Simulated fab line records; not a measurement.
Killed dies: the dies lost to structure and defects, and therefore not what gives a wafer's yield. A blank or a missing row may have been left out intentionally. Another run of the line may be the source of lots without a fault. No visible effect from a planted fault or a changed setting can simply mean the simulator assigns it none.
Matching of chambers :: flow n5 finfet :: N5_BEOL_M0_SAQP_CUT_ETCH_46 on rie diel-06 has 4 sister chambers
The step etches SOC in N2/H2, target depth 135 nm, overetch 27 nm, time 202.5 s. 4 wafers are shown with their chamber, then 8 later ones without.

EACH WAFER AND ITS CHAMBER
wafer: L078.1
chamber: 2
drypump motor current A (A): 5.35

wafer: L087.6
chamber: 1
drypump motor current A (A): 5.66

wafer: L090.4
chamber: 0
drypump motor current A (A): 5.58

wafer: L091.4
chamber: 3
drypump motor current A (A): 5.86

WAFERS WITH NO CHAMBER GIVEN
wafer: L091.5
drypump motor current A (A): 5.85

wafer: L091.6
drypump motor current A (A): 5.35

wafer: L094.1
drypump motor current A (A): 5.66

wafer: L094.3
drypump motor current A (A): 5.85

wafer: L094.5
drypump motor current A (A): 5.86

wafer: L097.2
drypump motor current A (A): 5.57

wafer: L097.3
drypump motor current A (A): 5.89

wafer: L097.5
drypump motor current A (A): 5.34

WHICH CHAMBER EACH ONE RAN IN
wafer: L091.5
from the rows above: 3
in truth: 3

wafer: L091.6
from the rows above: 2
in truth: 2

wafer: L094.1
from the rows above: 1
in truth: 1

wafer: L094.3
from the rows above: 3
in truth: 3

wafer: L094.5
from the rows above: 3
in truth: 3

wafer: L097.2
from the rows above: 0
in truth: 0

wafer: L097.3
from the rows above: 3
in truth: 3

wafer: L097.5
from the rows above: 2
in truth: 2
Correct placement for 8 of the 8. From these rows, 0 cannot be placed. 0 placed wrongly.
How it was worked out, from the rows above alone: a wafer's distance from a chamber is the root of the sum, over the readings, of the square of ((its reading less the chamber's mean) divided by the reading's scatter). The wafer belongs to the nearest chamber; if the next one is less than 2 further off, it can't be placed. The mean given for a chamber averages the wafers shown for that chamber. The scatter: with one shown wafer a chamber, the root of the mean of the squares of how far each hidden wafer lies from its nearest shown one.
